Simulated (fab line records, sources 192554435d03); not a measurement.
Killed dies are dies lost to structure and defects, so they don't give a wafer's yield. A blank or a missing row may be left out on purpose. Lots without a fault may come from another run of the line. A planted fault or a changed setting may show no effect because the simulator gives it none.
Chamber matching | flow n5_finfet | N5_BEOL_M11_DESCUM_16 on rie_diel-03: 4 sister chambers
The step chemistry O2, time 7.9 s. 22 wafers are shown with their chamber, then 11 later ones without.

WAFERS WITH THEIR CHAMBER
wafer  | chamber | showerhead_plenum_p_Torr (Torr) | throttle_valve_pct (%) | drypump_motor_current_A (A)
L077.3 | 0       | 2.08                            | 20.57                  | 5.4
L077.5 | 2       | 2.11                            | 20.20                  | 6.1
L077.6 | 3       | 2.22                            | 20.49                  | 6.1
L079.1 | 3       | 2.22                            | 20.50                  | 6.1
L079.3 | 1       | 1.99                            | 20.48                  | 6.0
L079.5 | 0       | 2.08                            | 20.57                  | 5.4
L082.1 | 3       | 2.22                            | 20.51                  | 6.1
L082.3 | 1       | 1.99                            | 20.48                  | 6.0
L082.5 | 1       | 1.99                            | 20.48                  | 6.0
L083.2 | 0       | 2.08                            | 20.58                  | 5.4
L083.5 | 2       | 2.10                            | 20.22                  | 6.2
L083.6 | 1       | 1.99                            | 20.50                  | 6.0
L086.3 | 0       | 2.08                            | 20.58                  | 5.4
L086.4 | 1       | 1.98                            | 20.49                  | 6.0
L086.5 | 1       | 1.98                            | 20.49                  | 5.9
L085.2 | 0       | 2.08                            | 20.60                  | 5.4
L085.5 | 1       | 1.98                            | 20.49                  | 6.0
L085.6 | 0       | 2.08                            | 20.58                  | 5.4
L088.2 | 0       | 2.07                            | 20.60                  | 5.4
L088.3 | 3       | 2.21                            | 20.52                  | 6.1
L088.5 | 0       | 2.07                            | 20.60                  | 5.4
L089.1 | 3       | 2.21                            | 20.54                  | 6.0

SIGNATURES (means of the wafers above)
reading                  | chamber 0 | chamber 1 | chamber 2 | chamber 3 | scatter within a chamber
showerhead_plenum_p_Torr | 2.0775    | 1.9857    | 2.1050    | 2.2160    | 0.00523
throttle_valve_pct       | 20.5850   | 20.4871   | 20.2100   | 20.5120   | 0.0134
drypump_motor_current_A  | 5.400     | 5.986     | 6.150     | 6.080     | 0.0346
Rule: a wafer's distance from a chamber is the root of the sum, over the readings, of the square of ((its reading less the chamber's mean) divided by the reading's scatter). The wafer belongs to the nearest chamber; if the next one is less than 2 further off, it can't be placed. The scatter: the root of (the sum of the squares of (reading less its chamber's mean) over the shown wafers, divided by (wafers less chambers)).

WAFERS WITHOUT THEIR CHAMBER
wafer  | showerhead_plenum_p_Torr (Torr) | throttle_valve_pct (%) | drypump_motor_current_A (A)
L089.2 | 1.98                            | 20.51                  | 6.0
L089.4 | 1.98                            | 20.50                  | 6.0
L093.1 | 2.07                            | 20.64                  | 5.4
L093.4 | 2.21                            | 20.56                  | 6.0
L093.6 | 1.98                            | 20.53                  | 5.9
L094.1 | 1.98                            | 20.54                  | 6.0
L094.2 | 2.07                            | 20.63                  | 5.4
L094.3 | 2.10                            | 20.25                  | 6.2
L097.1 | 2.07                            | 20.63                  | 5.4
L097.3 | 2.20                            | 20.58                  | 6.1
L097.6 | 2.07                            | 20.63                  | 5.4

WHICH CHAMBER EACH WENT THROUGH
wafer  | from the rows above | in truth
L089.2 | 1                   | 1
L089.4 | 1                   | 1
L093.1 | 0                   | 0
L093.4 | 3                   | 3
L093.6 | 1                   | 1
L094.1 | 1                   | 1
L094.2 | 0                   | 0
L094.3 | 2                   | 2
L097.1 | 0                   | 0
L097.3 | 3                   | 3
L097.6 | 0                   | 0
Placed correctly: 11 of 11. Can't be placed from these rows: 0. Placed wrongly: 0.
